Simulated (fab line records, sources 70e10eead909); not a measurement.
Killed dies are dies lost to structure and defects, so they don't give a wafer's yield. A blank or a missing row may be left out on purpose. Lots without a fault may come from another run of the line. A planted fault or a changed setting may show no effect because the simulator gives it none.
fab line records | flow nand_harc
record lots=22 wafers=66 last_day=34
route steps=1302 shown A_STAIRCASE@650
lots that met no fault: from a run of the same line without faults
start_h: hours from the record's first day to the start of the lot's first wafer shown | wait_h: hours since the lot's step before | " the same as in the row above | L1.1+2: a row that stands for several wafers | - no value, or no start given | * or withheld: withheld | < > ~ a bound
route shown NAME@n: a module of which the file shows steps, and the number in the route of the first | usual: mean/standard deviation of fault-free wafers | same: alike in all rows | chamber/n: place in a boat | sites: the reading at each site | _std_site: their standard deviation | _edge_site: outer sites' mean less inner sites' | radius_mm: how far each site lies from the wafer's centre | mask NAME#n: copy n | behind: the tool/chamber that last shaped the wafer | hold: why the lot was held/for how many hours/how that ended | device: the transistor (n, p or np) that didn't switch | end of line: the same wafers' tests at the end of the route | a step without rows: its recipe alone | killed: dies lost to structure and defects at the first sort, not the wafer's yield | map: a wafer's dies, x killed, . not, _ none there
set.NAME: the setting as run; set.NAME@STEP: as run at that earlier step | model.NAME: the simulator's own value behind a step, which no gauge read
steps of the route over a sample of lots; a table a step, a row a wafer
services: from which hour (start_h, from the record's first day; less than 0 if before it) a tool's chamber was out of use, for how many hours, and why
## steps
# step NHARC_A_STAIRCASE_DESCUM_168
# recipe time_s=3 o2_flow_sccm=200 ar_flow_sccm=0 bias_power_w=0 chemistry=O2
# usual drypump_motor_current_A=5.78/0.29 oes_product_au=0.997/0.01 rf_vpp_V=57.7/0.81 showerhead_plenum_p_Torr=1.88/0.09 throttle_valve_pct=11.311/0.0096
# columns lot.wafer tool chamber start_h wait_h drypump_motor_current_A oes_product_au rf_hours_counter_h rf_vpp_V showerhead_plenum_p_Torr throttle_valve_pct
L074.2 rie_diel-11 0 352.28 - 6.21 0.985 27 57.0 1.78 11.306
L074.6 " 2 " " 5.96 0.999 - 57.2 1.86 11.312
L074.5 " 3 " " 5.90 0.988 - 57.9 1.88 11.308
L075.1 rie_diel-13 1 366.85 - 5.65 1.005 5 59.1 1.80 11.299
L075.2 " 3 " " 5.43 1.000 8 58.0 1.84 11.311
L075.5 " 2 " " 6.17 1.008 - 56.1 1.78 11.306
L076.1 rie_diel-11 1 367.01 - 5.46 1.000 33 57.0 1.95 11.301
L076.4 " 2 " " 5.94 0.999 30 58.6 1.86 11.309
L076.3 " 0 " " 6.20 0.978 31 57.8 1.78 11.316
L077.1 rie_diel-13 0 367.20 - 5.72 1.008 9 57.2 1.89 11.308
L077.4 " 1 " " 5.63 0.999 6 55.5 1.80 11.296
L077.5 " 3 " " 5.42 0.998 - 57.9 1.84 11.310
L078.1 rie_diel-10 1 399.28 - 5.56 1.011 49 57.6 1.92 11.326
L078.2 " 0 " " 5.58 0.996 55 57.2 1.90 11.317
L078.5 " 1 " " 5.54 1.004 - 57.1 1.92 11.312
L079.2 rie_diel-13 2 399.57 - 6.19 0.998 13 58.5 1.77 11.326
L079.5 " 2 " " 6.18 1.005 - 57.1 1.77 11.297
L079.6 " 3 " " 5.43 0.989 - 55.8 1.84 11.314
L080.2 rie_diel-10 0 417.88 - 5.59 1.002 62 57.7 1.89 11.315
L080.1 " 1 " " 5.55 1.001 56 57.2 1.92 11.306
L080.5 " 3 " " 6.02 1.002 - 58.1 1.83 11.318
L081.1 rie_diel-11 0 431.42 - 6.21 0.986 54 56.8 1.77 11.324
L081.4 " 1 " " 5.46 1.001 52 57.6 1.94 11.306
L081.2 " 2 " " 5.92 1.004 46 57.0 1.85 11.317
L083.2 rie_diel-13 2 437.11 - 6.20 1.007 26 57.6 1.77 11.321
L083.6 " 1 " " 5.65 0.984 - 56.6 1.80 11.309
L083.5 " 2 " " 6.17 0.993 - 57.3 1.77 11.308
L082.2 rie_diel-10 3 441.56 - 6.03 1.010 2 56.1 1.83 11.308
L082.3 " 1 " " 5.55 0.987 3 58.1 1.92 11.316
L082.5 " 1 " " 5.53 0.999 - 60.3 1.91 11.312
L084.3 rie_diel-13 1 452.65 - 5.63 0.993 33 57.6 1.79 11.305
L084.1 " 3 " " 5.45 0.983 35 58.6 1.84 11.296
L084.5 " 0 " " 5.73 0.999 - 57.1 1.88 11.301
L086.4 rie_diel-11 1 458.44 - 5.48 1.000 5 58.8 1.94 11.308
L086.5 " 1 " " 5.46 0.991 - 58.6 1.94 11.316
L086.6 " 2 " " 5.92 1.003 - 56.9 1.85 11.297
L089.3 rie_diel-10 2 492.46 - 5.33 1.008 21 58.2 2.07 11.298
L089.5 " 2 " " 5.30 1.008 - 57.7 2.07 11.309
L089.6 " 3 " " 6.02 1.020 - 56.6 1.83 11.303
L088.3 rie_diel-11 2 492.75 - 5.85 1.001 14 58.8 1.85 11.299
L088.1 " 0 " " 6.18 0.989 18 58.6 2.07 11.313
L088.6 " 3 " " 5.90 0.993 - 57.3 1.87 11.310
L090.3 rie_diel-10 1 517.75 - 5.50 1.008 25 58.0 1.91 11.298
L090.1 " 2 " " 5.31 1.006 26 57.9 2.07 11.310
L090.5 " 1 " " 5.54 1.001 - 57.9 1.91 11.308
L091.3 rie_diel-13 2 517.91 - 6.19 0.990 56 57.8 1.76 11.325
L091.1 " 0 " " 5.73 0.996 59 58.0 1.88 11.330
L091.6 " 2 " " 6.20 0.978 - 56.5 1.76 11.318
L093.4 rie_diel-11 1 532.22 - 5.48 0.992 19 58.0 1.93 11.314
L093.1 " 3 " " 5.90 0.988 35 56.6 1.87 11.316
L093.6 " 1 " " 5.49 0.987 - 56.8 1.93 11.313
L092.3 rie_diel-11 2 532.37 - 5.91 1.000 29 58.0 1.84 11.314
L092.4 " 3 " " 5.91 1.005 35 57.6 1.87 11.304
L092.6 " 3 " " 5.92 0.998 - 56.8 1.87 11.300
L094.3 rie_diel-10 3 565.22 - 6.03 1.003 46 57.3 1.82 11.308
L094.1 " 0 " " 5.59 1.002 40 57.2 1.88 11.317
L094.4 " 1 " " 5.50 0.991 42 56.7 1.90 11.296
L095.1 rie_diel-13 1 565.50 - 5.66 0.978 14 58.5 1.79 11.318
L095.4 " 2 " " 6.20 1.004 14 58.5 2.07 11.330
L095.5 " 0 " " 5.69 1.012 - 58.1 1.87 11.314
L097.4 rie_diel-11 2 585.80 - 5.94 0.996 43 57.4 1.84 11.309
L097.2 " 3 " " 5.91 0.985 46 58.7 1.86 11.322
L097.5 " 1 " " 5.47 0.986 - 57.5 1.93 11.327
L096.2 rie_diel-13 2 590.63 - 6.18 1.012 20 57.0 2.07 11.316
L096.3 " 3 " " 5.44 0.987 22 57.8 1.82 11.319
L096.5 " 2 " " 6.19 1.011 - 59.1 2.07 11.308
# step NHARC_A_STAIRCASE_ETCH_25
# recipe target_depth_a=1000 time_s=40.5 ion_energy_ev=400 c4f8_flow_sccm=20 o2_flow_sccm=10 ar_flow_sccm=withheld rf_w=600 bias_w=1000 chemistry=C4F8/O2
# usual oes_product_au=0.946/0.013 rf_vpp_V=894/5.6
# columns lot.wafer tool chamber start_h wait_h oes_product_au rf_hours_counter_h rf_vpp_V
L074.2 rie_diel-10 2 - - 0.938 30 887
L074.5 " 2 " " 0.942 - 887
L074.6 " 3 " " 0.943 - 892
L075.1 rie_diel-10 2 - - 0.953 37 886
L075.2 " 3 " " 0.955 39 892
L075.5 " 0 " " 0.928 - 895
L076.4 rie_diel-10 2 - - 0.943 37 887
L076.3 " 0 " " 0.937 46 895
L076.1 " 1 " " 0.946 42 897
L077.4 rie_diel-11 3 - - 0.936 29 894
L077.1 " 1 " " 0.940 36 897
L077.5 " 0 " " 0.922 - 889
L078.1 rie_diel-11 2 - - 0.941 40 893
L078.2 " 3 " " 0.952 37 893
L078.5 " 0 " " 0.956 - 887
L079.2 rie_diel-13 1 - - 0.942 18 886
L079.5 " 2 " " 0.954 - 887
L079.6 " 3 " " 0.937 - 891
L080.2 rie_diel-13 2 421.66 - 0.994 21 887
L080.1 " 0 " " 0.998 22 895
L080.5 " 1 " " 0.988 - 888
L081.2 rie_diel-13 3 - - 0.936 26 892
L081.1 " 2 " " 0.951 26 886
L081.4 " 2 " " 0.937 - 887
L083.2 rie_diel-10 2 - - 0.952 4 905
L083.5 " 3 " " 0.944 - 892
L083.6 " 2 " " 0.942 - 905
L082.2 rie_diel-11 3 - - 0.941 1 894
L082.3 " 0 " " 0.947 1 904
L082.5 " 2 " " 0.941 - 892
L084.1 rie_diel-10 3 - - 0.944 12 890
L084.3 " 0 " " 0.942 5 896
L084.5 " 3 " " 0.942 - 892
L086.4 rie_diel-10 1 - - 0.961 12 897
L086.5 " 1 " " 0.963 - 895
L086.6 " 2 " " 0.955 - 906
L088.3 rie_diel-10 2 - - 0.947 21 905
L088.1 " 0 " " 0.960 16 894
L088.6 " 2 " " 0.936 - 907
L089.3 rie_diel-13 3 - - 0.927 53 890
L089.5 " 2 " " 0.940 - 886
L089.6 " 3 " " 0.926 - 891
L090.3 rie_diel-10 1 - - 0.951 27 894
L090.1 " 0 " " 0.950 25 894
L090.5 " 2 " " 0.943 - 907
L091.3 rie_diel-11 3 - - 0.929 29 892
L091.1 " 0 " " 0.924 30 905
L091.6 " 2 " " 0.936 - 892
L093.1 rie_diel-11 0 - - 0.937 37 904
L093.4 " 2 " " 0.952 30 894
L093.6 " 0 " " 0.941 - 905
L092.4 rie_diel-10 3 - - 0.951 39 891
L092.3 " 1 " " 0.925 37 895
L092.6 " 3 " " 0.935 - 890
L094.1 rie_diel-10 0 - - 0.945 42 894
L094.3 " 1 " " 0.947 44 896
L094.4 " 2 " " 0.944 44 905
L095.4 rie_diel-10 1 - - 0.945 44 896
L095.1 " 2 " " 0.947 44 906
L095.5 " 0 " " 0.935 - 894
L097.4 rie_diel-10 2 - - 0.951 48 905
L097.2 " 3 " " 0.959 51 890
L097.5 " 1 " " 0.974 - 895
L096.3 rie_diel-11 1 - - 0.938 35 897
L096.2 " 2 " " 0.937 45 892
L096.5 " 2 " " 0.936 - 890
# step NHARC_A_STAIRCASE_TRIM_191
# recipe time_s=211.2 o2_flow_sccm=500 ar_flow_sccm=0 bias_w=0 chemistry=O2
# usual drypump_motor_current_A=5.77/0.29 oes_product_au=0.998/0.011 rf_vpp_V=57.7/0.88 showerhead_plenum_p_Torr=3.50/0.16 throttle_valve_pct=17.036/0.0083
# columns lot.wafer tool chamber start_h wait_h drypump_motor_current_A oes_product_au rf_hours_counter_h rf_vpp_V showerhead_plenum_p_Torr throttle_valve_pct
L074.2 rie_diel-11 1 - - 5.49 0.992 28 56.7 3.59 17.042
L074.5 " 1 " " 5.49 1.001 - 57.0 3.59 17.034
L074.6 " 2 " " 5.94 0.993 - 57.5 3.43 17.049
L075.2 rie_diel-10 2 - - 5.33 1.008 37 58.2 3.27 17.034
L075.1 " 3 " " 6.03 1.014 39 56.4 3.40 17.031
L075.5 " 2 " " 5.35 1.013 - 59.2 3.27 17.035
L076.4 rie_diel-10 0 - - 5.59 1.003 46 58.3 3.50 17.040
L076.3 " 2 " " 5.32 1.005 38 57.5 3.27 17.030
L076.1 " 3 " " 6.03 1.007 40 58.3 3.40 17.030
L077.4 rie_diel-11 2 - - 5.92 1.004 33 56.2 3.43 17.041
L077.1 " 3 " " 5.89 0.999 30 56.6 3.47 17.027
L077.5 " 1 " " 5.49 1.003 - 58.0 3.58 17.038
L078.2 rie_diel-11 0 - - 6.21 0.979 45 57.9 3.29 17.028
L078.1 " 1 " " 5.48 0.993 46 58.4 3.58 17.034
L078.5 " 2 " " 5.94 0.990 - 57.0 3.43 17.034
L079.2 rie_diel-11 1 - - 5.48 1.000 46 57.8 3.58 17.037
L079.5 " 2 " " 5.91 0.991 - 57.7 3.43 17.038
L079.6 " 3 " " 5.93 1.001 - 56.8 3.47 17.027
L080.1 rie_diel-13 3 - - 5.45 0.978 22 57.3 3.40 17.032
L080.2 " 0 " " 5.74 0.994 22 56.7 3.48 17.032
L080.5 " 0 " " 5.74 0.994 - 57.8 3.48 17.034
L081.2 rie_diel-10 2 - - 5.32 1.007 1 58.3 3.81 17.027
L081.1 " 1 " " 5.59 0.996 1 58.2 3.53 17.032
L081.4 " 3 " " 6.02 1.019 - 57.9 3.39 17.039
L083.2 rie_diel-10 2 - - 5.31 1.005 5 57.8 3.81 17.045
L083.5 " 3 " " 6.03 1.022 - 58.2 3.39 17.042
L083.6 " 1 " " 5.50 0.994 - 56.5 3.53 17.025
L082.3 rie_diel-11 1 - - 5.50 0.994 2 57.5 3.57 17.049
L082.2 " 3 " " 5.93 1.003 2 58.0 3.47 17.033
L082.5 " 1 " " 5.48 1.004 - 59.3 3.57 17.047
L084.3 rie_diel-11 1 - - 5.48 0.993 5 58.9 3.57 17.032
L084.1 " 3 " " 5.92 0.993 7 57.9 3.46 17.040
L084.5 " 2 " " 5.93 1.002 - 56.7 3.42 17.026
L086.4 rie_diel-10 0 - - 5.58 1.008 8 58.5 3.49 17.048
L086.6 " 1 " " 5.52 1.002 - 57.4 3.53 17.044
L086.5 " 2 " " 5.34 1.013 - 58.5 3.80 17.036
L088.3 rie_diel-11 1 - - 5.49 0.985 16 58.0 3.56 17.041
L088.1 " 3 " " 5.90 1.008 19 57.3 3.46 17.041
L088.6 " 0 " " 6.25 0.991 - 59.4 3.80 17.048
L089.3 rie_diel-10 3 - - 6.03 1.014 23 57.9 3.38 17.033
L089.5 " 0 " " 5.60 1.007 - 56.7 3.49 17.048
L089.6 " 1 " " 5.52 1.006 - 59.0 3.52 17.027
L090.3 rie_diel-11 2 - - 5.98 0.998 24 56.9 3.41 17.036
L090.1 " 3 " " 5.92 0.993 30 57.8 3.45 17.028
L090.5 " 0 " " 6.23 0.986 - 58.9 3.79 17.019
L091.1 rie_diel-11 3 - - 5.92 0.994 30 58.0 3.45 17.025
L091.3 " 2 " " 5.93 1.003 24 56.5 3.41 17.031
L091.6 " 3 " " 5.93 0.990 - 58.6 3.45 17.042
L093.4 rie_diel-10 0 - - 5.58 1.011 34 57.8 3.48 17.029
L093.1 " 3 " " 6.04 1.001 40 57.8 3.37 17.034
L093.6 " 1 " " 5.52 0.988 - 57.7 3.51 17.037
L092.4 rie_diel-13 2 - - 6.18 0.999 8 58.1 3.80 17.033
L092.3 " 0 " " 5.73 1.007 5 58.6 3.46 17.051
L092.6 " 1 " " 5.63 0.983 - 56.4 3.31 17.041
L094.4 rie_diel-11 3 - - 5.91 0.995 43 58.7 3.44 17.019
L094.3 " 0 " " 6.20 1.002 44 59.6 3.78 17.045
L094.1 " 1 " " 5.47 0.994 28 57.8 3.56 17.036
L095.4 rie_diel-13 2 - - 6.21 1.000 17 57.5 3.80 17.028
L095.1 " 3 " " 5.43 0.983 17 57.4 3.37 17.053
L095.5 " 1 " " 5.65 0.973 - 57.5 3.31 17.030
L097.2 rie_diel-13 0 - - 5.74 1.013 24 58.2 3.45 17.039
L097.4 " 1 " " 5.63 0.984 22 58.1 3.30 17.040
L097.5 " 0 " " 5.73 1.021 - 57.7 3.45 17.037
L096.2 rie_diel-13 2 - - 6.20 1.012 22 57.7 3.79 17.031
L096.3 " 3 " " 5.45 0.999 24 57.7 3.37 17.049
L096.5 " 0 " " 5.73 1.014 - 58.8 3.45 17.028
# step NHARC_A_STAIRCASE_ETCH_203
# recipe target_depth_a=1000 time_s=40.5 ion_energy_ev=400 c4f8_flow_sccm=20 o2_flow_sccm=10 ar_flow_sccm=withheld rf_w=600 bias_w=1000 chemistry=C4F8/O2
# usual oes_product_au=0.942/0.012 rf_vpp_V=894/5.5
# columns lot.wafer tool chamber start_h wait_h oes_product_au rf_hours_counter_h rf_vpp_V
L074.2 rie_diel-10 0 - - 0.956 39 895
L074.6 " 0 " " 0.951 - 895
L074.5 " 1 " " 0.952 - 897
L075.1 rie_diel-13 0 - - 0.951 11 893
L075.2 " 1 " " 0.932 8 890
L075.5 " 0 " " 0.946 - 895
L076.1 rie_diel-13 0 - - 0.918 11 895
L076.4 " 1 " " 0.914 8 888
L076.3 " 3 " " 0.917 11 891
L077.4 rie_diel-11 0 - - 0.937 36 888
L077.1 " 3 " " 0.931 31 895
L077.5 " 0 " " 0.944 - 888
L078.2 rie_diel-10 1 - - 0.952 52 898
L078.1 " 2 " " 0.970 48 885
L078.5 " 2 " " 0.965 - 887
L079.2 rie_diel-10 1 - - 0.945 52 897
L079.5 " 2 " " 0.957 - 886
L079.6 " 3 " " 0.951 - 892
L080.1 rie_diel-13 3 - - 0.932 23 890
L080.2 " 0 " " 0.938 23 896
L080.5 " 0 " " 0.933 - 894
L081.1 rie_diel-13 1 - - 0.927 30 889
L081.2 " 2 " " 0.954 28 887
L081.4 " 0 " " 0.950 28 894
L083.2 rie_diel-11 3 - - 0.951 1 893
L083.5 " 1 " " 0.943 - 898
L083.6 " 2 " " 0.948 - 891
L082.3 rie_diel-11 1 - - 0.920 4 897
L082.2 " 3 " " 0.940 6 892
L082.5 " 0 " " 0.928 - 906
L084.1 rie_diel-13 2 - - 0.936 36 887
L084.3 " 3 " " 0.939 39 891
L084.5 " 0 " " 0.943 - 895
L086.4 rie_diel-10 1 - - 0.948 13 896
L086.6 " 3 " " 0.950 - 891
L086.5 " 0 " " 0.939 - 895
L088.3 rie_diel-10 3 - - 0.934 24 891
L088.1 " 1 " " 0.933 22 896
L088.6 " 2 " " 0.940 - 906
L089.3 rie_diel-10 2 - - 0.946 23 906
L089.5 " 0 " " 0.953 - 894
L089.6 " 1 " " 0.935 - 895
L090.3 rie_diel-10 1 - - 0.934 30 895
L090.1 " 3 " " 0.946 35 890
L090.5 " 1 " " 0.931 - 895
L091.3 rie_diel-10 3 - - 0.936 35 889
L091.1 " 0 " " 0.939 28 895
L091.6 " 2 " " 0.925 - 904
L093.1 rie_diel-11 1 - - 0.940 21 898
L093.4 " 2 " " 0.955 31 891
L093.6 " 1 " " 0.933 - 897
L092.3 rie_diel-13 2 - - 0.944 9 907
L092.4 " 1 " " 0.918 8 888
L092.6 " 3 " " 0.940 - 890
L094.1 rie_diel-11 0 - - 0.931 44 905
L094.4 " 1 " " 0.926 29 897
L094.3 " 2 " " 0.946 39 892
L095.1 rie_diel-13 3 - - 0.940 18 891
L095.4 " 1 " " 0.923 18 887
L095.5 " 3 " " 0.940 - 889
L097.2 rie_diel-11 2 - - 0.940 44 892
L097.4 " 3 " " 0.948 47 892
L097.5 " 3 " " 0.938 - 892
L096.3 rie_diel-13 0 - - 0.956 27 893
L096.2 " 1 " " 0.921 25 888
L096.5 " 0 " " 0.959 - 893
# step NHARC_A_STAIRCASE_TRIM_220
# recipe time_s=211.2 o2_flow_sccm=500 ar_flow_sccm=0 bias_w=0 chemistry=O2
# usual drypump_motor_current_A=5.74/0.29 oes_product_au=0.999/0.01 rf_vpp_V=57.5/0.92 showerhead_plenum_p_Torr=3.45/0.15 throttle_valve_pct=17.036/0.0083
# columns lot.wafer tool chamber start_h wait_h drypump_motor_current_A oes_product_au rf_hours_counter_h rf_vpp_V showerhead_plenum_p_Torr throttle_valve_pct
L074.2 rie_diel-13 0 362.04 0.3 5.74 0.995 6 58.2 3.49 17.023
L074.6 " 3 " " 5.44 0.992 - 57.1 3.41 17.037
L074.5 " 0 " " 5.72 0.999 - 58.3 3.49 17.025
L075.2 rie_diel-13 1 376.65 0.1 5.63 0.991 8 55.9 3.34 17.033
L075.1 " 3 " " 5.46 0.987 11 56.5 3.41 17.019
L075.5 " 2 " " 6.20 1.004 - 56.9 3.29 17.010
L076.3 rie_diel-11 1 377.43 0.1 5.49 0.993 37 57.2 3.58 17.031
L076.4 " 2 " " 5.96 1.001 34 58.8 3.43 17.031
L076.1 " 3 " " 5.91 0.999 31 56.2 3.47 17.034
L077.4 rie_diel-10 2 378.15 0.1 5.34 1.009 39 57.1 3.26 17.051
L077.1 " 0 " " 5.61 1.006 48 58.2 3.50 17.044
L077.5 " 2 " " 5.37 1.004 - 58.3 3.26 17.023
L078.2 rie_diel-13 1 409.99 0.1 5.66 0.995 19 59.0 3.33 17.030
L078.1 " 3 " " 5.43 0.984 19 57.9 3.40 17.041
L078.5 " 1 " " 5.65 1.000 - 59.0 3.33 17.029
L079.2 rie_diel-13 2 411.34 0.1 6.21 0.993 19 57.4 3.28 17.035
L079.6 " 3 " " 5.46 0.986 - 56.5 3.40 17.043
L079.5 " 0 " " 5.74 1.003 - 56.6 3.48 17.042
L080.1 rie_diel-11 3 427.72 0.1 5.91 0.999 44 56.6 3.47 17.032
L080.2 " 1 " " 5.47 1.001 51 58.2 3.57 17.030
L080.5 " 3 " " 5.89 0.987 - 58.1 3.47 17.033
L081.4 rie_diel-13 0 443.96 0.1 5.72 1.009 29 57.8 3.48 17.024
L081.2 " 1 " " 5.66 0.989 30 58.9 3.33 17.029
L081.1 " 2 " " 6.17 1.005 29 57.2 3.28 17.038
L083.2 rie_diel-10 2 450.01 0.3 5.28 1.011 7 56.7 3.80 17.040
L083.5 " 0 " " 5.61 1.006 - 57.7 3.49 17.055
L083.6 " 1 " " 5.55 1.003 - 59.0 3.53 17.055
L082.3 rie_diel-10 3 455.13 0.1 6.05 1.015 11 57.6 3.38 17.029
L082.2 " 1 " " 5.52 1.013 8 59.3 3.53 17.044
L082.5 " 2 " " 5.31 1.021 - 59.4 3.80 17.037
L084.3 rie_diel-13 1 462.35 0.2 5.65 0.997 37 57.1 3.32 17.045
L084.1 " 2 " " 6.21 0.993 37 56.2 3.27 17.042
L084.5 " 1 " " 5.64 0.992 - 56.7 3.32 17.041
L086.4 rie_diel-13 0 467.87 0.1 5.72 0.985 39 57.4 3.47 17.027
L086.5 " 2 " " 6.19 1.001 - 56.4 3.27 17.028
L086.6 " 3 " " 5.44 0.986 - 57.6 3.39 17.045
L088.1 rie_diel-13 2 502.60 0.1 6.21 1.003 50 58.0 3.27 17.034
L088.3 " 0 " " 5.74 0.999 53 57.8 3.47 17.043
L088.6 " 0 " " 5.73 0.990 - 58.5 3.47 17.040
L089.3 rie_diel-13 0 502.82 0.1 5.75 0.994 53 58.2 3.47 17.038
L089.5 " 0 " " 5.74 0.991 - 58.4 3.47 17.039
L089.6 " 2 " " 6.21 1.000 - 60.0 3.27 17.038
L090.1 rie_diel-10 2 531.49 0.2 5.30 0.996 36 57.4 3.79 17.027
L090.3 " 1 " " 5.54 1.002 34 57.9 3.51 17.031
L090.5 " 2 " " 5.28 1.010 - 57.6 3.79 17.034
L091.3 rie_diel-10 3 531.63 0.3 6.05 1.015 37 57.2 3.37 17.047
L091.1 " 1 " " 5.54 0.991 34 57.9 3.51 17.042
L091.6 " 3 " " 6.05 1.012 - 58.6 3.37 17.053
L093.1 rie_diel-13 3 541.54 0.1 5.42 0.983 6 57.2 3.38 17.037
L093.4 " 2 " " 6.21 1.003 9 58.4 3.80 17.030
L093.6 " 3 " " 5.45 0.984 - 57.1 3.38 17.044
L092.3 rie_diel-13 3 542.11 0.1 5.46 0.999 7 58.3 3.38 17.040
L092.4 " 1 " " 5.66 0.977 9 56.1 3.31 17.031
L092.6 " 3 " " 5.44 0.988 - 57.1 3.38 17.051
L094.1 rie_diel-13 2 575.02 0.1 6.19 1.002 17 59.1 3.80 17.036
L094.4 " 0 " " 5.74 1.005 19 58.1 3.45 17.039
L094.3 " 1 " " 5.65 0.975 18 57.2 3.31 17.034
L095.4 rie_diel-10 1 575.70 0.1 5.56 1.005 45 56.0 3.51 17.030
L095.1 " 2 " " 5.29 1.005 46 58.0 3.78 17.027
L095.5 " 2 " " 5.27 0.993 - 58.1 3.78 17.051
L097.4 rie_diel-10 1 595.02 0.1 5.56 1.014 49 57.9 3.51 17.037
L097.2 " 2 " " 5.31 1.010 49 57.3 3.78 17.048
L097.5 " 0 " " 5.61 1.023 - 58.2 3.47 17.029
L096.2 rie_diel-11 1 600.88 0.1 5.45 0.999 36 58.6 3.55 17.033
L096.3 " 3 " " 5.92 0.997 49 58.5 3.44 17.029
L096.5 " 1 " " 5.45 0.975 - 56.9 3.55 17.034
# step NHARC_A_STAIRCASE_TRIM_224
# recipe time_s=211.2 o2_flow_sccm=500 ar_flow_sccm=0 bias_w=0 chemistry=O2
# usual drypump_motor_current_A=5.74/0.28 oes_product_au=0.999/0.01 rf_vpp_V=57.5/0.92 showerhead_plenum_p_Torr=3.45/0.14 throttle_valve_pct=17.035/0.0093
# columns lot.wafer tool chamber start_h wait_h drypump_motor_current_A oes_product_au rf_hours_counter_h rf_vpp_V showerhead_plenum_p_Torr throttle_valve_pct
L074.2 rie_diel-13 1 - - 5.66 1.000 4 58.2 3.34 17.022
L074.5 " 0 " " 5.72 0.991 - 57.7 3.49 17.033
L074.6 " 1 " " 5.67 1.001 - 56.3 3.34 17.034
L075.1 rie_diel-13 2 - - 6.20 1.004 8 56.2 3.29 17.034
L075.2 " 1 " " 5.65 0.987 8 57.2 3.34 17.042
L075.5 " 2 " " 6.19 1.006 - 56.3 3.29 17.022
L076.4 rie_diel-11 3 - - 5.92 0.992 31 58.4 3.47 17.057
L076.1 " 0 " " 6.21 0.988 37 56.6 3.29 17.026
L076.3 " 1 " " 5.48 0.991 37 57.3 3.58 17.032
L077.4 rie_diel-10 3 - - 6.04 1.009 41 57.0 3.40 17.031
L077.1 " 1 " " 5.60 1.000 44 56.9 3.54 17.020
L077.5 " 0 " " 5.62 0.999 - 55.9 3.50 17.038
L078.1 rie_diel-13 3 - - 5.45 0.997 19 56.5 3.40 17.048
L078.2 " 0 " " 5.75 0.993 20 56.7 3.48 17.030
L078.5 " 2 " " 6.19 1.005 - 56.4 3.28 17.041
L079.2 rie_diel-13 3 - - 5.44 0.993 20 56.5 3.40 17.023
L079.6 " 2 " " 6.18 1.001 - 56.0 3.28 17.039
L079.5 " 3 " " 5.44 0.980 - 57.8 3.40 17.046
L080.2 rie_diel-11 1 - - 5.48 1.001 52 59.2 3.57 17.045
L080.1 " 3 " " 5.94 0.996 44 57.4 3.47 17.038
L080.5 " 1 " " 5.49 1.009 - 58.5 3.57 17.040
L081.4 rie_diel-13 3 - - 5.43 0.997 30 56.8 3.40 17.045
L081.2 " 0 " " 5.73 0.991 29 58.6 3.48 17.032
L081.1 " 1 " " 5.66 0.975 31 56.8 3.32 17.045
L083.2 rie_diel-10 2 - - 5.34 1.020 11 58.5 3.80 17.040
L083.6 " 0 " " 5.61 1.007 - 59.2 3.49 17.046
L083.5 " 1 " " 5.55 1.003 - 57.7 3.53 17.014
L082.3 rie_diel-10 1 - - 5.55 0.989 9 57.2 3.53 17.034
L082.2 " 2 " " 5.36 1.014 12 57.0 3.80 17.035
L082.5 " 2 " " 5.34 1.003 - 56.4 3.80 17.034
L084.1 rie_diel-13 2 - - 6.18 0.980 37 57.6 3.27 17.035
L084.3 " 1 " " 5.65 0.980 37 57.1 3.32 17.024
L084.5 " 3 " " 5.48 0.983 - 57.3 3.39 17.033
L086.4 rie_diel-13 2 - - 6.21 0.991 39 58.2 3.27 17.043
L086.6 " 3 " " 5.43 0.988 - 58.3 3.39 17.036
L086.5 " 0 " " 5.75 0.989 - 56.9 3.47 17.056
L088.3 rie_diel-13 0 - - 5.73 0.991 53 59.1 3.47 17.024
L088.1 " 3 " " 5.44 0.996 55 56.6 3.38 17.044
L088.6 " 0 " " 5.75 1.001 - 58.4 3.47 17.055
L089.3 rie_diel-13 3 - - 5.44 0.998 56 60.2 3.38 17.040
L089.5 " 3 " " 5.44 0.997 - 57.3 3.38 17.034
L089.6 " 2 " " 6.19 1.006 - 58.7 3.27 17.039
L090.1 rie_diel-10 0 - - 5.58 0.998 31 56.5 3.48 17.044
L090.3 " 2 " " 5.35 0.987 36 56.6 3.79 17.042
L090.5 " 3 " " 6.03 1.005 - 57.8 3.37 17.047
L091.3 rie_diel-10 2 - - 5.30 1.008 36 59.8 3.79 17.039
L091.1 " 0 " " 5.62 1.012 31 57.8 3.48 17.040
L091.6 " 2 " " 5.31 1.011 - 56.3 3.79 17.032
L093.4 rie_diel-13 0 - - 5.73 1.001 6 56.9 3.46 17.033
L093.1 " 1 " " 5.65 0.986 8 57.2 3.31 17.020
L093.6 " 2 " " 6.21 1.000 - 58.6 3.80 17.048
L092.3 rie_diel-13 3 - - 5.46 0.991 7 56.5 3.38 17.033
L092.4 " 2 " " 6.18 1.004 9 59.8 3.80 17.042
L092.6 " 3 " " 5.45 0.988 - 57.8 3.38 17.033
L094.1 rie_diel-13 2 - - 6.20 1.006 18 58.6 3.80 17.039
L094.3 " 3 " " 5.43 0.993 18 57.0 3.37 17.025
L094.4 " 1 " " 5.67 0.986 18 56.7 3.31 17.039
L095.1 rie_diel-10 1 - - 5.56 1.006 45 56.8 3.51 17.025
L095.4 " 2 " " 5.28 0.996 46 58.3 3.78 17.018
L095.5 " 0 " " 5.59 1.002 - 57.3 3.47 17.039
L097.2 rie_diel-10 1 - - 5.57 1.019 49 57.5 3.51 17.036
L097.4 " 2 " " 5.33 1.013 49 59.2 3.78 17.059
L097.5 " 0 " " 5.59 1.022 - 57.9 3.47 17.048
L096.3 rie_diel-11 2 - - 5.96 0.990 46 57.4 3.40 17.040
L096.2 " 3 " " 5.91 0.998 49 57.5 3.44 17.022
L096.5 " 3 " " 5.91 0.992 - 58.1 3.44 17.045
## services
# columns tool chamber start_h hours kind
rie_diel-13 - 342.02 9.0 pm
rie_diel-13 0 342.02 9.0 vent_cycle
rie_diel-13 1 342.02 9.0 vent_cycle
rie_diel-13 2 342.02 9.0 vent_cycle
rie_diel-13 3 342.02 9.0 vent_cycle
rie_diel-13 0 351.02 - clean
rie_diel-13 1 351.02 - clean
rie_diel-13 2 351.02 - clean
rie_diel-13 3 351.02 - clean
rie_diel-10 3 360.61 7.2 repair
rie_diel-13 0 375.59 - clean
rie_diel-13 1 375.59 - clean
rie_diel-13 2 375.59 - clean
rie_diel-13 3 375.59 - clean
rie_diel-10 - 420.98 9.0 pm
rie_diel-13 0 428.43 10.0 repair
rie_diel-11 - 435.73 9.0 pm
rie_diel-10 1 447.44 2.5 repair
rie_diel-13 1 490.52 16.3 repair
rie_diel-11 1 513.47 17.3 repair
rie_diel-13 - 519.02 9.0 pm
rie_diel-13 1 533.64 5.1 repair
rie_diel-10 - 552.61 1.2 repair
rie_diel-10 - 597.98 9.0 pm
## key
fault none
